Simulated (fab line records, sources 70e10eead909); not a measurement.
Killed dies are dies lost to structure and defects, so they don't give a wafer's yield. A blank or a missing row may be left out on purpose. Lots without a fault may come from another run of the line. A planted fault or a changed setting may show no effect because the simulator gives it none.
fab line records | flow nand_harc
record lots=24 wafers=72 last_day=25
route steps=1159 shown A_M0@1004 A_M1@1040
lots that met no fault: from a run of the same line without faults
start_h: hours from the record's first day to the start of the lot's first wafer shown | wait_h: hours since the lot's step before | " the same as in the row above | L1.1+2: a row that stands for several wafers | - no value, or no start given | * or withheld: withheld | < > ~ a bound
route shown NAME@n: a module of which the file shows steps, and the number in the route of the first | usual: mean/standard deviation of fault-free wafers | same: alike in all rows | chamber/n: place in a boat | sites: the reading at each site | _std_site: their standard deviation | _edge_site: outer sites' mean less inner sites' | radius_mm: how far each site lies from the wafer's centre | mask NAME#n: copy n | behind: the tool/chamber that last shaped the wafer | hold: why the lot was held/for how many hours/how that ended | device: the transistor (n, p or np) that didn't switch | end of line: the same wafers' tests at the end of the route | a step without rows: its recipe alone | killed: dies lost to structure and defects at the first sort, not the wafer's yield | map: a wafer's dies, x killed, . not, _ none there
set.NAME: the setting as run; set.NAME@STEP: as run at that earlier step | model.NAME: the simulator's own value behind a step, which no gauge read
steps of the route over a sample of lots; a table a step, a row a wafer
services: from which hour (start_h, from the record's first day; less than 0 if before it) a tool's chamber was out of use, for how many hours, and why
## steps
# step NHARC_A_M0_CD_MEAS_09
# recipe target_cd_nm=80 landing_energy_ev=500
# usual cd_nm=80.3/0.86
# columns lot.wafer tool chamber start_h wait_h cd_nm
L074.2 cd_sem-02 0 399.31 - 79.4
L074.3 " 0 " " 80.5
L074.5 " 0 " " 81.3
L077.2 cd_sem-02 0 400.81 - 81.8
L077.3 " 0 " " 80.9
L077.6 " 0 " " 79.4
L075.2 cd_sem-01 0 401.79 - 80.0
L075.3 " 0 " " 80.7
L075.4 " 0 " " 80.2
L076.1 cd_sem-03 0 404.60 - 79.8
L076.3 " 0 " " 80.3
L076.6 " 0 " " 80.7
L078.1 cd_sem-02 0 410.21 - 79.7
L078.3 " 0 " " 80.1
L078.5 " 0 " " 81.2
L079.1 cd_sem-01 0 437.05 - 79.7
L079.5 " 0 " " 80.0
L079.6 " 0 " " 79.9
L084.3 cd_sem-02 0 442.66 - 78.7
L084.4 " 0 " " 79.7
L084.6 " 0 " " 81.0
L080.4 cd_sem-03 0 449.13 - 79.3
L080.5 " 0 " " 80.9
L080.6 " 0 " " 80.6
L082.1 cd_sem-01 0 451.60 - 78.7
L082.4 " 0 " " 80.8
L082.5 " 0 " " 79.6
L083.1 cd_sem-02 0 452.54 - 79.3
L083.2 " 0 " " 79.1
L083.6 " 0 " " 80.2
L081.3 cd_sem-01 0 457.47 - 81.9
L081.4 " 0 " " 82.1
L081.6 " 0 " " 82.0
L085.2 cd_sem-03 0 463.93 - 80.6
L085.3 " 0 " " 81.0
L085.6 " 0 " " 79.8
L086.2 cd_sem-03 0 464.48 - 80.0
L086.3 " 0 " " 79.0
L086.5 " 0 " " 80.0
L087.4 cd_sem-02 0 467.80 - 81.5
L087.5 " 0 " " 81.3
L087.6 " 0 " " 80.4
L088.2 cd_sem-02 0 474.76 - 80.5
L088.4 " 0 " " 81.2
L088.5 " 0 " " 79.7
L089.1 cd_sem-02 0 497.68 - 80.4
L089.3 " 0 " " 79.2
L089.4 " 0 " " 80.7
L091.4 cd_sem-01 0 499.24 - 79.1
L091.5 " 0 " " 78.8
L091.6 " 0 " " 80.4
L090.3 cd_sem-02 0 499.51 - 80.9
L090.5 " 0 " " 79.7
L090.6 " 0 " " 79.5
L092.3 cd_sem-01 0 508.97 - 80.2
L092.4 " 0 " " 80.7
L092.6 " 0 " " 81.3
L093.1 cd_sem-03 0 511.28 - 82.0
L093.3 " 0 " " 81.6
L093.4 " 0 " " 79.8
L094.4 cd_sem-02 0 512.28 - 79.2
L094.5 " 0 " " 80.6
L094.6 " 0 " " 81.1
L097.1 cd_sem-02 0 540.40 - 79.6
L097.3 " 0 " " 78.7
L097.6 " 0 " " 79.9
L095.1 cd_sem-01 0 540.56 - 81.5
L095.5 " 0 " " 80.4
L095.6 " 0 " " 79.6
L096.1 cd_sem-02 0 544.21 - 81.4
L096.2 " 0 " " 81.7
L096.4 " 0 " " 79.3
# step NHARC_A_M0_DESCUM_14
# recipe time_s=3 o2_flow_sccm=200 ar_flow_sccm=0 bias_power_w=0 chemistry=O2
# usual drypump_motor_current_A=5.4/0.49 oes_product_au=1.004/0.012 rf_vpp_V=57.9/0.84 showerhead_plenum_p_Torr=1.95/0.08 throttle_valve_pct=11.310/0.0097
# same bias_power_w=0
# columns lot.wafer tool chamber start_h wait_h drypump_motor_current_A oes_product_au rf_hours_counter_h rf_vpp_V showerhead_plenum_p_Torr throttle_valve_pct
L074.3 rie_diel-06 1 399.49 0.1 4.8 1.016 9 57.9 2.02 11.311
L074.2 " 3 " " 6.4 0.992 9 56.8 1.91 11.310
L074.5 " 2 " " 5.7 0.993 - 56.6 1.89 11.322
L077.2 rie_diel-06 1 401.00 0.1 4.8 1.004 9 59.2 2.02 11.316
L077.3 " 2 " " 5.7 1.001 9 56.4 1.89 11.306
L077.6 " 0 " " 5.1 0.989 - 57.4 2.04 11.313
L075.4 rie_diel-06 0 401.98 0.1 5.1 1.000 9 57.7 2.04 11.309
L075.2 " 2 " " 5.7 1.009 9 58.8 1.89 11.308
L075.3 " 3 " " 6.4 0.995 9 57.4 1.91 11.306
L076.3 rie_diel-06 0 404.78 0.1 5.1 0.993 10 58.6 2.04 11.307
L076.1 " 1 " " 4.8 1.005 10 58.9 2.02 11.308
L076.6 " 1 " " 4.8 1.008 - 57.4 2.02 11.298
L078.1 rie_diel-09 2 410.40 0.1 5.9 0.972 12 58.3 2.00 11.308
L078.3 " 3 " " 5.2 1.018 11 56.9 2.03 11.300
L078.5 " 3 " " 5.2 1.019 - 57.5 2.03 11.312
L079.1 rie_diel-08 0 437.26 0.1 5.2 0.994 6 58.3 2.01 11.308
L079.5 " 2 " " 5.8 0.976 - 57.2 1.78 11.324
L079.6 " 3 " " 5.3 0.988 - 59.7 1.95 11.308
L084.3 rie_diel-06 0 442.84 0.1 5.1 1.005 1 59.1 2.04 11.304
L084.4 " 2 " " 5.7 1.006 1 59.4 1.89 11.326
L084.6 " 0 " " 5.1 1.009 - 58.9 2.04 11.310
L080.4 rie_diel-06 2 449.31 0.1 5.7 1.024 1 58.3 1.89 11.306
L080.6 " 1 " " 4.8 1.024 - 57.8 2.02 11.318
L080.5 " 2 " " 5.7 1.008 - 57.5 1.89 11.326
L082.4 rie_diel-06 1 451.79 0.1 4.8 1.017 2 58.3 2.02 11.300
L082.1 " 2 " " 5.7 0.996 2 57.2 1.89 11.321
L082.5 " 1 " " 4.8 1.017 - 57.2 2.02 11.312
L083.2 rie_diel-09 2 452.73 0.1 5.9 0.997 1 58.0 2.00 11.313
L083.1 " 3 " " 5.2 1.005 1 58.3 2.03 11.316
L083.6 " 2 " " 5.9 0.988 - 56.9 2.00 11.311
L081.3 rie_diel-09 1 457.66 0.1 5.3 1.009 1 59.5 2.00 11.306
L081.4 " 2 " " 5.9 1.001 2 58.1 2.00 11.305
L081.6 " 0 " " 5.2 1.018 - 58.0 1.84 11.324
L085.2 rie_diel-09 0 464.12 0.1 5.2 1.009 2 56.3 1.84 11.313
L085.3 " 2 " " 5.9 0.998 2 58.2 2.00 11.304
L085.6 " 1 " " 5.2 1.011 - 57.9 2.00 11.294
L086.2 rie_diel-06 1 464.67 0.1 4.8 1.014 3 57.9 2.02 11.300
L086.3 " 3 " " 6.4 1.002 3 57.5 1.90 11.303
L086.5 " 1 " " 4.8 1.012 - 59.3 2.01 11.323
L087.4 rie_diel-06 2 467.99 0.1 5.7 0.995 3 57.9 1.89 11.307
L087.5 " 1 " " 4.8 1.003 - 58.9 2.02 11.331
L087.6 " 2 " " 5.7 0.998 - 57.5 1.89 11.302
L088.4 rie_diel-09 1 474.96 0.1 5.2 1.007 2 58.7 2.00 11.320
L088.2 " 2 " " 5.9 0.982 2 58.3 2.00 11.309
L088.5 " 0 " " 5.2 1.019 - 57.7 1.84 11.308
L089.4 rie_diel-09 0 497.89 0.1 5.2 1.005 3 58.2 1.84 11.335
L089.1 " 2 " " 5.8 0.989 3 57.3 2.00 11.317
L089.3 " 3 " " 5.2 1.006 3 56.3 2.03 11.310
L091.4 rie_diel-08 2 499.42 0.1 5.8 1.013 2 56.6 1.78 11.321
L091.6 " 1 " " 5.9 1.019 - 58.2 1.86 11.298
L091.5 " 2 " " 5.8 1.010 - 56.4 1.78 11.302
L090.3 rie_diel-09 0 499.70 0.1 5.2 1.014 3 56.3 1.84 11.313
L090.5 " 3 " " 5.2 1.001 - 58.0 2.03 11.324
L090.6 " 0 " " 5.2 1.001 - 56.5 1.84 11.323
L092.3 rie_diel-06 3 509.17 0.1 6.4 0.978 6 58.8 1.90 11.318
L092.6 " 3 " " 6.4 0.983 - 58.0 1.90 11.310
L092.4 " 1 " " 4.8 1.009 - 57.3 2.01 11.306
L093.3 rie_diel-08 0 511.47 0.1 5.3 1.006 2 58.8 2.01 11.319
L093.4 " 1 " " 5.9 1.023 3 58.3 1.86 11.289
L093.1 " 2 " " 5.7 1.012 3 57.4 1.78 11.322
L094.6 rie_diel-06 1 512.49 0.1 4.8 1.021 - 58.3 2.01 11.321
L094.5 " 2 " " 5.7 0.993 - 58.7 1.89 11.313
L094.4 " 3 " " 6.4 0.994 - 57.9 1.90 11.304
L097.1 rie_diel-08 1 540.59 0.1 5.9 1.004 5 57.9 1.86 11.313
L097.3 " 2 " " 5.8 0.988 4 57.4 1.78 11.322
L097.6 " 0 " " 5.2 1.007 - 57.8 2.00 11.317
L095.1 rie_diel-06 1 540.75 0.1 4.8 1.013 9 58.9 2.01 11.298
L095.6 " 0 " " 5.1 1.007 - 58.8 2.04 11.320
L095.5 " 1 " " 4.8 1.009 - 59.9 2.01 11.315
L096.4 rie_diel-09 2 544.40 0.1 5.9 0.991 6 58.6 2.00 11.306
L096.1 " 3 " " 5.2 1.012 6 58.6 2.02 11.308
L096.2 " 1 " " 5.2 1.014 6 59.0 2.00 11.297
# step NHARC_A_M0_ETCH_15
# recipe target_depth_a=1500 overetch_a=150 time_s=82.5 c4f8_flow_sccm=withheld ar_flow_sccm=400 rf_w=600 bias_w=300 chemistry=C4F8/Ar
# usual oes_product_au=0.960/0.021 rf_vpp_V=442.2/2.3
# columns lot.wafer tool chamber start_h wait_h oes_product_au rf_hours_counter_h rf_vpp_V
L074.2 rie_diel-06 2 - - 0.936 9 440.3
L074.3 " 1 " " 0.941 9 444.8
L074.5 " 3 " " 0.952 - 439.7
L077.2 rie_diel-06 0 - - 0.917 9 442.3
L077.3 " 1 " " 0.934 9 442.5
L077.6 " 0 " " 0.922 - 444.8
L075.2 rie_diel-06 0 - - 0.924 9 443.1
L075.4 " 1 " " 0.930 9 445.6
L075.3 " 2 " " 0.920 9 440.1
L076.3 rie_diel-06 2 - - 0.920 10 439.7
L076.1 " 3 " " 0.920 10 441.9
L076.6 " 0 " " 0.924 - 444.1
L078.3 rie_diel-09 1 - - 0.938 11 442.9
L078.1 " 0 " " 0.931 11 439.6
L078.5 " 1 " " 0.940 - 443.7
L079.1 rie_diel-08 0 - - 0.966 6 444.1
L079.5 " 0 " " 0.973 - 443.7
L079.6 " 1 " " 0.968 - 439.4
L084.4 rie_diel-06 3 - - 0.977 1 439.6
L084.3 " 1 " " 0.973 1 443.4
L084.6 " 2 " " 0.989 - 439.4
L080.4 rie_diel-06 3 - - 0.963 2 440.7
L080.5 " 1 " " 0.972 - 442.6
L080.6 " 2 " " 0.956 - 440.9
L082.1 rie_diel-06 3 - - 0.926 2 440.9
L082.4 " 0 " " 0.931 2 446.0
L082.5 " 2 " " 0.929 - 439.6
L083.1 rie_diel-09 3 - - 0.983 1 444.0
L083.2 " 1 " " 0.962 1 444.4
L083.6 " 2 " " 0.964 - 444.6
L081.3 rie_diel-09 2 - - 0.967 2 444.3
L081.4 " 3 " " 0.987 2 445.2
L081.6 " 0 " " 0.968 - 438.0
L085.3 rie_diel-09 1 - - 0.954 2 444.6
L085.2 " 3 " " 0.969 2 445.3
L085.6 " 1 " " 0.969 - 444.1
L086.3 rie_diel-06 3 - - 0.973 3 440.7
L086.2 " 0 " " 0.984 3 443.9
L086.5 " 3 " " 0.965 - 441.8
L087.4 rie_diel-06 2 - - 0.931 3 441.6
L087.6 " 0 " " 0.976 - 444.1
L087.5 " 1 " " 0.966 - 443.6
L088.2 rie_diel-09 3 - - 0.982 2 444.0
L088.4 " 2 " " 0.976 2 443.3
L088.5 " 3 " " 0.965 - 443.7
L089.4 rie_diel-09 3 - - 0.973 3 443.8
L089.3 " 0 " " 0.973 3 438.1
L089.1 " 1 " " 0.969 3 443.6
L091.4 rie_diel-08 0 - - 0.991 1 445.2
L091.5 " 0 " " 0.989 - 443.0
L091.6 " 1 " " 0.983 - 440.0
L090.3 rie_diel-09 2 - - 0.973 3 444.7
L090.5 " 1 " " 0.986 - 443.4
L090.6 " 2 " " 0.970 - 443.7
L092.3 rie_diel-06 2 - - 0.959 6 440.3
L092.4 " 1 " " 0.972 - 444.4
L092.6 " 2 " " 0.954 - 440.2
L093.1 rie_diel-08 0 - - 0.968 2 443.5
L093.3 " 1 " " 0.977 3 440.1
L093.4 " 3 " " 0.995 2 442.0
L094.6 rie_diel-06 2 - - 0.964 - 440.6
L094.4 " 3 " " 0.950 - 439.7
L094.5 " 1 " " 0.974 - 443.6
L097.3 rie_diel-08 0 - - 0.971 5 444.9
L097.1 " 1 " " 0.975 5 437.5
L097.6 " 1 " " 0.972 - 440.8
L095.1 rie_diel-06 1 - - 0.977 9 443.5
L095.5 " 1 " " 0.979 - 443.8
L095.6 " 2 " " 0.984 - 440.5
L096.4 rie_diel-09 2 - - 0.943 6 443.0
L096.2 " 3 " " 0.973 7 443.8
L096.1 " 1 " " 0.981 7 442.4
# step NHARC_A_M0_CD_MEAS_16
# usual cd_nm=80.5/1.4
# columns lot.wafer tool chamber start_h wait_h cd_nm
L074.2 cd_sem-01 - 399.79 - 80.0
L074.3 " - " " 81.4
L074.5 " - " " 80.9
L077.2 cd_sem-02 - 401.29 - 82.0
L077.3 " - " " 80.1
L077.6 " - " " 79.1
L075.2 cd_sem-03 - 402.43 - 79.3
L075.3 " - " " 81.8
L075.4 " - " " 81.0
L076.1 cd_sem-03 - 405.09 - 81.6
L076.3 " - " " 80.5
L076.6 " - " " 81.6
L078.1 cd_sem-03 - 410.70 - 80.4
L078.3 " - " " 80.8
L078.5 " - " " 81.6
L079.1 cd_sem-01 - 437.54 - 81.2
L079.5 " - " " 78.6
L079.6 " - " " 81.1
L084.3 cd_sem-03 - 443.15 - 77.0
L084.4 " - " " 78.9
L084.6 " - " " 81.4
L080.4 cd_sem-03 - 449.61 - 77.5
L080.5 " - " " 80.3
L080.6 " - " " 82.4
L082.1 cd_sem-03 - 452.09 - 77.4
L082.4 " - " " 82.9
L082.5 " - " " 81.8
L083.1 cd_sem-02 - 453.02 - 78.3
L083.2 " - " " 80.8
L083.6 " - " " 80.8
L081.3 cd_sem-03 - 457.96 - 81.2
L081.4 " - " " 83.4
L081.6 " - " " 82.3
L085.2 cd_sem-03 - 464.43 - 80.2
L085.3 " - " " 81.4
L085.6 " - " " 79.6
L086.2 cd_sem-03 - 464.97 - 80.6
L086.3 " - " " 78.9
L086.5 " - " " 80.7
L087.4 cd_sem-03 - 468.33 - 80.6
L087.5 " - " " 83.8
L087.6 " - " " 79.6
L088.2 cd_sem-01 - 475.25 - 82.1
L088.4 " - " " 80.4
L088.5 " - " " 79.5
L089.1 cd_sem-03 - 498.19 - 80.3
L089.3 " - " " 78.7
L089.4 " - " " 81.1
L091.4 cd_sem-01 - 499.72 - 79.6
L091.5 " - " " 79.8
L091.6 " - " " 80.0
L090.3 cd_sem-02 - 500.00 - 81.0
L090.5 " - " " 78.3
L090.6 " - " " 79.5
L092.3 cd_sem-02 - 509.52 - 80.6
L092.4 " - " " 83.4
L092.6 " - " " 80.4
L093.1 cd_sem-03 - 511.77 - 82.6
L093.3 " - " " 81.8
L093.4 " - " " 78.7
L094.4 cd_sem-03 - 512.80 - 80.4
L094.5 " - " " 81.8
L094.6 " - " " 81.9
L097.1 cd_sem-03 - 540.93 - 78.8
L097.3 " - " " 79.7
L097.6 " - " " 81.2
L095.1 cd_sem-01 - 541.04 - 82.1
L095.5 " - " " 82.5
L095.6 " - " " 79.9
L096.1 cd_sem-03 - 544.70 - 81.0
L096.2 " - " " 80.6
L096.4 " - " " 80.6
# step NHARC_A_M0_THK_MEAS_24
# recipe thk_meas_gauge=xrf
# usual thk_nm=113.7/1.7
# columns lot.wafer tool chamber start_h wait_h thk_nm
L074.2 film_metro-01 - 401.87 - 112.9
L074.3 " - " " 111.7
L074.5 " - " " 113.0
L077.2 film_metro-02 - 403.39 - 110.3
L077.3 " - " " 114.5
L077.6 " - " " 114.2
L075.2 film_metro-02 - 404.51 - 112.7
L075.3 " - " " 113.2
L075.4 " - " " 112.6
L076.1 film_metro-01 - 407.44 - 113.7
L076.3 " - " " 115.8
L076.6 " - " " 112.0
L078.1 film_metro-02 - 412.93 - 115.0
L078.3 " - " " 114.2
L078.5 " - " " 116.0
L079.1 film_metro-02 - 440.12 - 110.8
L079.5 " - " " 112.5
L079.6 " - " " 113.3
L084.3 film_metro-01 - 445.16 - 112.4
L084.4 " - " " 115.3
L084.6 " - " " 115.2
L080.4 film_metro-02 - 451.64 - 113.7
L080.5 " - " " 114.9
L080.6 " - " " 113.2
L082.1 film_metro-02 - 454.40 - 112.4
L082.4 " - " " 114.6
L082.5 " - " " 115.3
L083.1 film_metro-01 - 455.32 - 112.7
L083.2 " - " " 115.2
L083.6 " - " " 113.2
L081.3 film_metro-02 - 459.99 - 113.9
L081.4 " - " " 110.3
L081.6 " - " " 113.7
L085.2 film_metro-02 - 466.46 - 111.9
L085.3 " - " " 111.2
L085.6 " - " " 114.5
L086.2 film_metro-01 - 467.14 - 115.3
L086.3 " - " " 113.3
L086.5 " - " " 113.1
L087.4 film_metro-02 - 470.37 - 113.7
L087.5 " - " " 111.4
L087.6 " - " " 111.6
L088.2 film_metro-02 - 477.38 - 107.6
L088.4 " - " " 112.5
L088.5 " - " " 112.9
L089.1 film_metro-02 - 500.21 - 114.5
L089.3 " - " " 113.3
L089.4 " - " " 114.6
L091.4 film_metro-01 - 501.84 - 115.2
L091.5 " - " " 112.8
L091.6 " - " " 115.0
L090.3 film_metro-01 - 502.13 - 111.1
L090.5 " - " " 114.6
L090.6 " - " " 113.4
L092.3 film_metro-01 - 511.66 - 113.5
L092.4 " - " " 113.3
L092.6 " - " " 114.4
L093.1 film_metro-02 - 513.79 - 114.4
L093.3 " - " " 114.8
L093.4 " - " " 111.4
L094.4 film_metro-01 - 514.86 - 116.6
L094.5 " - " " 117.3
L094.6 " - " " 118.2
L097.1 film_metro-02 - 542.99 - 112.8
L097.3 " - " " 109.5
L097.6 " - " " 112.3
L095.1 film_metro-02 - 543.07 - 114.5
L095.5 " - " " 113.8
L095.6 " - " " 116.5
L096.1 film_metro-01 - 546.81 - 117.1
L096.2 " - " " 116.0
L096.4 " - " " 115.5
# step NHARC_A_M1_ETCH_35
# recipe target_depth_a=400 overetch_a=120 time_s=43.94 ion_energy_ev=200 n2_flow_sccm=150 h2_flow_sccm=150 ar_flow_sccm=0 rf_w=400 bias_w=150 chemistry=N2/H2
# usual drypump_motor_current_A=5.7/0.4 oes_product_au=0.999/0.016 rf_vpp_V=429.3/2.6 showerhead_plenum_p_Torr=2.00/0.09 throttle_valve_pct=14.173/0.009
# columns lot.wafer tool chamber start_h wait_h drypump_motor_current_A oes_product_au rf_hours_counter_h rf_vpp_V showerhead_plenum_p_Torr throttle_valve_pct
L074.3 rie_diel-05 2 403.61 0.1 5.7 0.999 2 429.3 1.99 14.162
L074.2 " 0 " " 5.5 1.005 2 434.5 2.17 14.179
L074.5 " 2 " " 5.7 0.998 - 428.9 1.99 14.164
L077.2 rie_diel-07 2 405.08 0.1 6.4 1.006 13 430.0 1.98 14.171
L077.3 " 1 " " 5.5 1.026 14 429.8 2.02 14.189
L077.6 " 0 " " 5.7 0.984 - 430.5 2.05 14.176
L075.2 rie_diel-05 1 406.24 0.1 5.9 1.022 2 431.8 2.07 14.185
L075.4 " 2 " " 5.7 0.992 2 429.5 1.99 14.176
L075.3 " 0 " " 5.5 1.008 2 433.5 2.17 14.167
L076.3 rie_diel-05 3 409.26 0.1 5.6 1.002 1 427.7 1.93 14.159
L076.1 " 0 " " 5.5 1.001 2 431.2 2.17 14.173
L076.6 " 3 " " 5.6 1.004 - 426.7 1.93 14.179
L078.1 rie_diel-07 0 414.63 0.1 5.7 0.991 0 431.4 2.05 14.174
L078.3 " 1 " " 5.5 1.005 0 431.0 2.02 14.164
L078.5 " 1 " " 5.5 1.008 - 429.1 2.02 14.181
L079.1 rie_diel-02 1 441.84 0.1 5.2 0.968 8 426.7 1.90 14.173
L079.6 " 2 " " 6.5 1.001 - 428.6 1.94 14.174
L079.5 " 3 " " 5.1 0.975 - 425.0 1.90 14.168
L084.4 rie_diel-07 1 446.98 0.1 5.5 1.015 3 430.7 2.02 14.172
L084.3 " 3 " " 5.5 0.982 2 433.8 2.16 14.191
L084.6 " 2 " " 6.4 1.025 - 428.3 1.98 14.183
L080.4 rie_diel-05 2 453.53 0.1 5.7 1.011 - 429.3 1.99 14.169
L080.5 " 3 " " 5.6 0.998 - 426.2 1.93 14.164
L080.6 " 1 " " 6.0 1.024 - 432.3 2.07 14.176
L082.1 rie_diel-05 1 456.22 0.1 5.9 1.015 3 431.2 2.06 14.183
L082.4 " 2 " " 5.7 1.011 3 429.8 1.99 14.150
L082.5 " 1 " " 5.9 1.014 - 430.6 2.07 14.177
L083.1 rie_diel-02 1 457.16 0.1 5.2 0.965 9 425.8 1.90 14.168
L083.2 " 3 " " 5.1 0.978 9 427.3 1.90 14.163
L083.6 " 0 " " 5.7 0.973 - 426.1 1.90 14.170
L081.3 rie_diel-05 2 461.85 0.1 5.7 1.008 3 428.2 1.99 14.170
L081.4 " 3 " " 5.6 1.003 3 427.5 1.93 14.180
L081.6 " 0 " " 5.5 0.999 - 434.2 2.17 14.175
L085.2 rie_diel-02 2 468.60 0.1 6.5 0.991 7 427.1 1.94 14.170
L085.3 " 3 " " 5.1 0.968 9 426.1 1.90 14.181
L085.6 " 1 " " 5.2 0.976 - 427.3 1.90 14.180
L086.2 rie_diel-05 0 468.97 0.1 5.5 0.999 3 433.2 2.17 14.162
L086.3 " 2 " " 5.7 1.002 3 427.2 1.99 14.185
L086.5 " 0 " " 5.5 0.999 - 435.0 2.17 14.194
L087.4 rie_diel-07 2 472.12 0.1 6.4 1.026 6 430.1 1.98 14.165
L087.5 " 1 " " 5.5 1.012 - 430.4 2.02 14.169
L087.6 " 2 " " 6.5 1.000 - 427.3 1.98 14.182
L088.2 rie_diel-05 0 479.22 0.1 5.5 1.001 4 433.0 2.17 14.167
L088.4 " 3 " " 5.6 0.992 3 427.6 1.93 14.156
L088.5 " 0 " " 5.5 0.987 - 433.2 2.17 14.166
L089.3 rie_diel-02 3 502.99 0.1 5.1 0.965 11 425.3 1.90 14.172
L089.1 " 0 " " 5.6 0.962 12 426.2 1.90 14.174
L089.4 " 0 " " 5.7 0.975 - 425.4 1.90 14.181
L090.3 rie_diel-07 3 503.93 0.1 5.5 0.986 8 434.0 2.16 14.176
L090.5 " 3 " " 5.5 0.978 - 434.7 2.16 14.161
L090.6 " 0 " " 5.7 0.993 - 430.5 2.05 14.176
L091.5 rie_diel-02 3 503.96 0.1 5.1 0.984 - 426.3 1.90 14.173
L091.4 " 0 " " 5.7 0.978 - 425.8 1.90 14.182
L091.6 " 2 " " 6.5 1.000 - 428.2 1.94 14.178
L092.3 rie_diel-05 1 513.52 0.1 6.0 1.014 5 431.0 2.06 14.158
L092.4 " 2 " " 5.7 0.995 5 429.5 1.99 14.185
L092.6 " 3 " " 5.6 0.990 - 426.8 1.93 14.170
L093.4 rie_diel-02 2 515.62 0.1 6.5 0.998 0 428.2 1.94 14.171
L093.3 " 3 " " 5.1 0.986 0 426.7 1.90 14.156
L093.1 " 0 " " 5.6 1.013 0 426.2 1.90 14.174
L094.4 rie_diel-05 0 516.68 0.1 5.5 1.000 5 434.7 2.17 14.160
L094.6 " 3 " " 5.6 1.007 - 427.9 1.93 14.171
L094.5 " 0 " " 5.5 0.998 - 433.7 2.17 14.168
L097.1 rie_diel-02 0 544.68 0.1 5.7 1.004 1 426.9 1.90 14.162
L097.3 " 1 " " 5.2 1.000 1 426.3 1.90 14.187
L097.6 " 3 " " 5.1 0.995 - 425.8 1.90 14.164
L095.1 rie_diel-07 0 544.94 0.1 5.7 1.000 11 430.9 2.05 14.178
L095.6 " 1 " " 5.5 1.009 - 429.6 2.02 14.177
L095.5 " 2 " " 6.5 1.030 - 429.0 1.98 14.169
L096.2 rie_diel-02 3 548.61 0.1 5.1 0.991 1 426.3 1.90 14.172
L096.1 " 1 " " 5.1 0.997 1 426.5 1.90 14.157
L096.4 " 2 " " 6.5 0.994 1 427.7 1.94 14.163
## services
# columns tool chamber start_h hours kind
rie_diel-06 - 379.04 0.3 repair
rie_diel-05 3 383.39 19.8 repair
rie_diel-08 0 392.51 9.5 repair
rie_diel-06 0 397.20 - clean
rie_diel-09 - 408.99 0.4 repair
rie_diel-06 - 418.20 9.0 pm
rie_diel-09 - 431.31 9.0 pm
rie_diel-05 2 443.82 4.2 repair
rie_diel-05 0 450.81 4.9 repair
rie_diel-07 1 452.39 15.5 repair
rie_diel-08 - 478.93 9.0 pm
rie_diel-06 0 491.11 26.0 repair
rie_diel-02 1 497.73 9.5 repair
rie_diel-08 2 502.85 2.9 repair
rie_diel-02 - 504.70 9.0 pm
rie_diel-08 2 514.90 14.8 repair
rie_diel-05 - 517.63 9.0 pm
rie_diel-07 2 529.76 7.1 repair
rie_diel-05 2 533.63 19.1 repair
rie_diel-07 1 535.36 7.4 repair
rie_diel-08 3 540.07 6.1 repair
rie_diel-07 - 540.94 0.2 repair
rie_diel-06 0 542.39 5.8 repair
rie_diel-06 1 545.10 5.7 repair
## key
fault none
